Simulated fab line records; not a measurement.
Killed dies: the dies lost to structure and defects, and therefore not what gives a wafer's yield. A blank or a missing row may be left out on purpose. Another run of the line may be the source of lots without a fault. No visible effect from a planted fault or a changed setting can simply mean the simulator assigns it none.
A lot that was struck, set against a sound lot || flow n5-finfet || 34 out of 1938 route steps
Sound: the wafers L612.2, L612.4, L612.5. The struck wafers were L623.2, L623.3, L623.4. The cause is named last.
Per side, at each step with rows, come the tool, then ch with its chambers, and then its first start. Under that, the readings that differ: sound wafers || struck wafers || difference of the means || sigmas: that difference in standard deviations of wafers without a fault.
alike: same words and numbers on both sides, and readings whose means sit less than 2 such deviations apart. not compared: any withheld reading, any reading some wafer has no value for, any bound like >300 that may hide the same value, and any number with overlapping values for which the record gives no deviation.
The two part at a step that has a row with sigmas, a row that says differs or no value, or rows on one side only. Numbers that don't overlap but have no deviation are shown without sigmas and don't part them. Lack of a reading on every wafer of one side parts them only where that side has two or more wafers.

first, 10 steps without rows for these wafers: N5_BEOL_M10_TRENCH_ETCH_37 (etches SiCOH lowk in C4F6/O2, target depth 148.83 nm, time 48 s); N5_BEOL_M10_ETCH_41 (etches SiCN in CH3F/O2, target depth 42.6 nm, time 86 s); N5_BEOL_M10_STRIP_77 (strips in N2/H2, time 10 s); N5_BEOL_M10_HM_STRIP_39 (strips TiN in peroxide tin strip, target depth 25 nm, time 158 s); N5_BEOL_M10_SRD_40 (time 30 s); N5_BEOL_M10_PRECLEAN_42 (cleans in residue remover, time 60 s); N5_BEOL_M10_SRD_43 (time 30 s); N5_BEOL_M10_CURE_72 (cures SiCOH lowk, time 120 s); N5_BEOL_M10_DEGAS_44 (time 60 s); N5_BEOL_M10_PRE_CLEAN_45 (time 30 s).
N5_BEOL_M10_ALD_74: deposits TaN, target thk 2 nm, pulse time 2 s, purge time 3 s.
  sound on ald-metal-03 ch 0,2, day 10 16:08; struck on ald-metal-03 ch 1,2,3, day 13 17:28
  alike: heater-power-w, precursor-vessel-pressure-torr
then, 22 steps without rows for these wafers: N5_BEOL_M10_SURFACE_TREAT_76; N5_BEOL_M10_CVD_75 (deposits Co from CCTBA/H2, target thk 2 nm, time 138.9 s); N5_BEOL_M10_SPUTTER_48 (material Cu, target thk 12 nm, time 2 s); N5_BEOL_M10_ECD_50 (material Cu, target thk 318 nm); N5_BEOL_M10_ANNEAL_51 (time 90 s); N5_BEOL_M10_CMP_52 (polishes, stops on SiCOH lowk, t overpolish 7 s, target thk 140 nm); N5_BEOL_M10_PRE_CLEAN_55 (time 15 s); N5_BEOL_M10_DEP_56 (deposits SiCN from 3MS/NH3, target thk 15 nm, time 26.5 s); N5_BEOL_M11_ILD_DEP_00 (deposits SiCOH lowk from DEMS/porogen, target thk 308.51 nm, time 58 s); N5_BEOL_M11_CURE_71 (cures SiCOH lowk, time 240 s); N5_BEOL_M11_PECVD_70 (deposits SiO2 from TEOS/O2, target thk 20 nm, time 22.7 s); N5_BEOL_M11_HM_DEP_02 (deposits TiN, target thk 20 nm); N5_BEOL_M11_COAT_59 (time 60 s, resist thk 100 nm); N5_BEOL_M11_COAT_60 (time 60 s, resist thk 30 nm); N5_BEOL_M11_COAT_05 (resist thk 90 nm); N5_BEOL_M11_EBR_07; N5_BEOL_M11_SOFTBAKE_06 (time 60 s); N5_BEOL_M11_EXPOSE_08 (exposes mask M11); N5_BEOL_M11_PEB_09 (peb time 60 s); N5_BEOL_M11_DEVELOP_10 (develop time 30 s); N5_BEOL_M11_DESCUM_16 (chemistry O2, time 7.9 s); N5_BEOL_M11_ETCH_61 (etches SiARC in CF4, target depth 39 nm, time 65 s).
-- the record jumps here: 2 days lie between the struck wafers' starts before and after (it left off in module BEOL_M11 and takes up again in module PASSIVATION, whose first step shown is number 1936 of the route) --
N5_PASSIVATION_PROBE_49:
  rows exist in the record for the struck wafers here (prober-01, day 16 02:10), but not for the sound ones

## WHERE THEY PART
Within this record, at N5_PASSIVATION_PROBE_49 only.

WHY: what the simulator had put in
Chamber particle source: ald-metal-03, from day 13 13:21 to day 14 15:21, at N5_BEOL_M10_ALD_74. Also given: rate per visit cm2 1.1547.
